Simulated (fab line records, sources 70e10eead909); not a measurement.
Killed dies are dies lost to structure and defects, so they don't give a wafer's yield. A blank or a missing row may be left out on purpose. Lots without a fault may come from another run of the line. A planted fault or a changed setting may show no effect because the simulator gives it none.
A struck lot beside a sound one | flow nand_harc | 14 steps out of a route of 1302
Sound: wafers L494.2, L494.4, L494.5. Struck: wafers L489.2, L489.3, L489.4. The cause comes at the end.
At each step with rows: each side's tool, then ch and its chambers, then its first start. Under that, the readings that differ: sound wafers | struck wafers | difference of the means | sigmas: that difference in standard deviations of wafers without a fault.
alike: readings whose means differ by less than 2 such deviations, and words and numbers that are the same on both sides. not compared: withheld readings, readings that some wafer has no value for, bounds like >300 that may hide the same value, and numbers for which the record gives no deviation and whose values overlap.
The two part at a step that has a row with sigmas, a row that says differs or no value, or rows on one side only. Numbers that don't overlap but have no deviation are shown without sigmas and don't part them. A reading that every wafer of one side lacks parts them only if that side has two wafers or more.

first, 6 steps without rows for these wafers: NHARC_A_STAIRCASE_SOFTBAKE_179 (time 170 s); NHARC_A_STAIRCASE_EBR_180; NHARC_A_STAIRCASE_EXPOSE_181 (exposes mask STAIR 2); NHARC_A_STAIRCASE_PEB_182 (peb time 130 s); NHARC_A_STAIRCASE_DEVELOP_183 (time 140 s); NHARC_A_STAIRCASE_HARDBAKE_185 (time 140 s).
NHARC_A_STAIRCASE_DESCUM_186: chemistry O2, time 3 s.
  sound on rie_diel-04 ch 0,2, day 21 16:13; struck on rie_diel-04 ch 0,1,3, day 19 23:22
  alike: drypump_motor_current_A, mfc_ar_sccm, o2_flow_sccm, oes_product_au, rf_vpp_V, showerhead_plenum_p_Torr, throttle_valve_pct
  not compared: rf_hours_counter_h
then, 1 step without rows for these wafers: NHARC_A_STAIRCASE_TRIM_187 (chemistry O2, time 211.2 s).
NHARC_A_STAIRCASE_ETCH_188: etches the open film in C4F8/O2, target depth 100 nm, time 40.5 s.
  sound on rie_diel-04 ch 0,1; struck on rie_diel-04 ch 1,2,3
  alike: oes_product_au, rf_vpp_V
  not compared: rf_hours_counter_h
NHARC_A_STAIRCASE_TRIM_189: chemistry O2, time 211.2 s.
  sound on rie_diel-04 ch 1,2; struck on rie_diel-04 ch 0,2,3
  alike: chamber_pressure_mTorr, drypump_motor_current_A, mfc_ar_sccm, o2_flow_sccm, oes_product_au, rf_vpp_V, showerhead_plenum_p_Torr, throttle_valve_pct
  not compared: rf_hours_counter_h
NHARC_A_STAIRCASE_ETCH_190: etches the open film in C4F8/O2, target depth 100 nm, time 40.5 s.
  sound on rie_diel-04 ch 1,2; struck on rie_diel-04 ch 0,2,3
  alike: oes_product_au, rf_vpp_V
  not compared: rf_hours_counter_h
NHARC_A_STAIRCASE_TRIM_191: chemistry O2, time 211.2 s.
  sound on rie_diel-04 ch 1,2, day 21 16:51; struck on rie_diel-04 ch 0,2,3, day 19 23:56
  no value came back on the struck wafers for any of 9 readings (bias_w (W), chamber_pressure_mTorr (mTorr) and others); on the sound wafers bias_w (W) reads 0 0 0
  not compared: rf_hours_counter_h
NHARC_A_STAIRCASE_ETCH_192: etches the open film in C4F8/O2, target depth 100 nm, time 40.5 s.
  sound on rie_diel-04 ch 0,2; struck on rie_diel-04 ch 1,2,3
  alike: oes_product_au, rf_vpp_V
  not compared: rf_hours_counter_h
-- the record jumps here: 9 days lie between the struck wafers' starts before and after (it left off in module A_STAIRCASE and takes up again in module END, whose first step shown is number 1302 of the route) --
NHARC_END_SORT_01:
  sound on prober-02 ch 0, day 30 02:45; struck on prober-02 ch 0, day 28 13:31
  reading         | sound    | struck      | difference | sigmas
  killed_at_array | 51 42 32 | 663 669 668 | +625       | +37
  killed_at_other | 0 0 0    | 7 3 1       | +4         | +3
  killed_dies     | 59 44 38 | 677 677 677 | +630       | +37
  alike: killed_at_periphery, killed_open, killed_short

WHERE THEY PART
First at NHARC_A_STAIRCASE_TRIM_191; last, within this record, at NHARC_END_SORT_01.

WHY: what the simulator had put in
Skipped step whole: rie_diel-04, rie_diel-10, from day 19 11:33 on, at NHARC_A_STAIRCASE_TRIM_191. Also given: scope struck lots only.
